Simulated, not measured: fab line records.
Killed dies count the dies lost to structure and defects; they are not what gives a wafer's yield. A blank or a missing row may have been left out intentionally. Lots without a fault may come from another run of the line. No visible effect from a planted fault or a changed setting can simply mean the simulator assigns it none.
Split-lot trial    flow n5 finfet    7 lots, 21 wafers read, on a route of 1938 steps

## SPLIT DETAILS
At N5_BEOL_M9_HM_DEP_02 (deposits TiN, target thk 20 nm), the setting target thk a was moved away from the recipe's 200 angstrom on 3 of the 21 wafers read, by -9.5% to +11.7%. The other wafers ran this setting at the recipe's value.

## FROM THE SPLIT TO THE READING: what the file shows between them, 8 steps
- N5_BEOL_M9_COAT_59: time 60 s, resist thk 100 nm
- N5_BEOL_M9_COAT_60: time 60 s, resist thk 30 nm
- N5_BEOL_M9_STRIP_68: strips in N2/H2
- N5_BEOL_M9_STRIP_67: strips in CF4
- N5_BEOL_M9_HM_OPEN_17: chemistry Cl2/BCl3, target TiN, target depth 20 nm, overetch 6 nm
- N5_BEOL_M9_STRIP_19: strips in O2
- N5_BEOL_M9_STRIP_73: strips in C4F6/O2
- N5_BEOL_M9_STRIP_36: strips in N2/H2

## THE READING
TiN_of_BEOL_M9_HM_DEP_02.thk nm (the simulator's own value, which no gauge read), in nm, at N5_BEOL_M9_TRENCH_ETCH_37 (etches SiCOH lowk in C4F6/O2, target depth 151.43 nm, time 49 s). There is no usual value for it anywhere in the file. Here, 18 wafers ran the recipe; their average is 15.7 nm with a standard deviation of 0.29 nm.

wafer   tool, chamber at the split  target thk a as run, angstrom  against the recipe  TiN_of_BEOL_M9_HM_DEP_02.thk nm, nm  against lot-mates on the recipe
L078.3  pvd sputter-02, -           200                            recipe              15.4                                 -
L078.5  pvd sputter-02, -           200                            recipe              15.4                                 -
L078.6  pvd sputter-02, -           200                            recipe              15.4                                 -
L081.1  pvd sputter-01, -           200                            recipe              15.8                                 -
L081.4  pvd sputter-01, -           200                            recipe              15.8                                 -
L081.2  pvd sputter-01, -           180.9                          -9.5%               13.8                                 -2.0
L083.2  pvd sputter-03, -           200                            recipe              15.8                                 -
L083.5  pvd sputter-03, -           200                            recipe              15.8                                 -
L083.6  pvd sputter-03, -           200                            recipe              16                                   -
L082.1  pvd sputter-01, -           200                            recipe              15.8                                 -
L082.6  pvd sputter-01, -           200                            recipe              15.8                                 -
L082.3  pvd sputter-01, -           200                            recipe              16                                   -
L084.1  pvd sputter-02, -           200                            recipe              15.6                                 -
L084.3  pvd sputter-02, -           191.4                          -4.3%               14.6                                 -0.9
L084.5  pvd sputter-02, -           200                            recipe              15.4                                 -
L096.2  pvd sputter-01, -           200                            recipe              16.2                                 -
L096.3  pvd sputter-01, -           223.3                          +11.7%              18.6                                 +2.3
L096.6  pvd sputter-01, -           200                            recipe              16.4                                 -
L097.2  pvd sputter-02, -           200                            recipe              15.4                                 -
L097.3  pvd sputter-02, -           200                            recipe              15.4                                 -
L097.4  pvd sputter-02, -           200                            recipe              15.6                                 -

FIT RESULTS
A straight line over all 21 wafers: TiN_of_BEOL_M9_HM_DEP_02.thk nm changes by +0.231 nm for each +1% of target thk a; r = +0.94; the points scatter about the line by 0.3 nm.
The same after taking each lot's own level away (the mean of its wafers on the recipe; 21 wafers): +0.203 nm for each +1%; r = +0.99; scatter 0.082 nm.
According to that fit, moving target thk a by its largest amount changes the reading by 2.4 nm.
The lots' own levels span 15.40 to 16.30 nm, that is 3.1 times the standard deviation above.
Thus the slope moves with the lot-to-lot level: the two fits are different.
Check: +2.44 nm against its lot-mates is what the line predicts for one of the wafers moved furthest among these (+11.7%) when that wafer is left out of the fit. Against them it came out at +2.3 nm.

## OTHER SPLITS ON THESE WAFERS
Other splits were also applied to these wafers ahead of the reading. Each is held against what the fit with the lots' levels taken away leaves over:
other split on the same wafers      wafers away from the commonest value  r with TiN_of_BEOL_M9_HM_DEP_02.thk nm (lot level and that fit taken away)
N5_BEOL_M7_TRENCH_ETCH_37 source w  8                                     +0.07
N5_BEOL_M9_PECVD_70 time s          7                                     -0.05

## THE WHOLE CHAIN: every reading that the file lists as answering this split, in the file's order
step                       what it does                                                       reading                                                                           change (the file's fit)                r (the file's)
N5_BEOL_M9_HM_DEP_02       deposits TiN, target thk 20 nm                                     TiN_of_BEOL_M9_HM_DEP_02.thk nm (the simulator's own value, which no gauge read)  +0.215 nm for each +1% of the setting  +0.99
N5_BEOL_M9_HM_OPEN_17      chemistry Cl2/BCl3, target TiN, target depth 20 nm, overetch 6 nm  etch.depth nm (the simulator's own value, which no gauge read)                    +0.206 nm for each +1% of the setting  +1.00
N5_BEOL_M9_TRENCH_ETCH_37  etches SiCOH lowk in C4F6/O2, target depth 151.43 nm, time 49 s    TiN_of_BEOL_M9_HM_DEP_02.thk nm (the simulator's own value, which no gauge read)  +0.203 nm for each +1% of the setting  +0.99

## FILE'S OWN FIT
TiN_of_BEOL_M9_HM_DEP_02.thk nm changes by +0.203 nm for each +1% of target thk a, r = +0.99.
